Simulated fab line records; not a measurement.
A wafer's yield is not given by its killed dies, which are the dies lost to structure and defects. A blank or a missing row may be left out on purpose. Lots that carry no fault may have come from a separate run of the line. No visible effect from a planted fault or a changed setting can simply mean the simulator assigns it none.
Chamber matching | flow nandHarc | aldMetal-01 running NHARC_A_CONTACT_ALD_18: 4 sister chambers
The step deposits TiN, target thk 3 nm, pulse time 1 s, ald cycles 150. 4 wafers are shown with their chamber, then 11 later ones without.

== WAFERS PAIRED WITH THEIR CHAMBERS ==
wafer  | chamber | heaterPowerW (W)
L087.3 | 0       | 1082
L090.1 | 2       | 921
L090.5 | 1       | 1098
L091.2 | 3       | 1163

== WAFERS WITH NO CHAMBER GIVEN ==
wafer  | heaterPowerW (W)
L091.4 | 1083
L091.6 | 928
L095.3 | 1164
L095.5 | 1207
L095.6 | 1089
L096.4 | 1217
L096.5 | 1100
L096.6 | 981
L097.3 | 994
L097.5 | 1181
L097.6 | 998

== WHICH CHAMBER EACH WENT THROUGH ==
wafer  | from the rows above          | in truth
L091.4 | can't be placed: 0 or 1 or 3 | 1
L091.6 | 2                            | 2
L095.3 | can't be placed: 3 or 1 or 0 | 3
L095.5 | can't be placed: 3 or 1 or 0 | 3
L095.6 | can't be placed: 0 or 1 or 3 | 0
L096.4 | can't be placed: 3 or 1 or 0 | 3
L096.5 | can't be placed: 1 or 0 or 3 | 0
L096.6 | can't be placed: 2 or 0 or 1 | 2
L097.3 | can't be placed: 2 or 0 or 1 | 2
L097.5 | can't be placed: 3 or 1 or 0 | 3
L097.6 | can't be placed: 2 or 0 or 1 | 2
Placed correctly: 1 of 11. Not placeable from these rows: 10 (in 10, the candidates include the true chamber). Placed wrongly: 0.
How it was worked out, from the rows above alone: a wafer's distance from a chamber is the root of the sum, over the readings, of the square of ((its reading less the chamber's mean) divided by the reading's scatter). If the next closest chamber is less than 2 further off than the closest, the wafer can't be placed; otherwise it belongs to the closest. For every chamber, the mean is computed from those of its wafers that are shown. The scatter (one wafer shown for each chamber): square how far every hidden wafer sits from the nearest shown wafer, average those squares and take the square root.
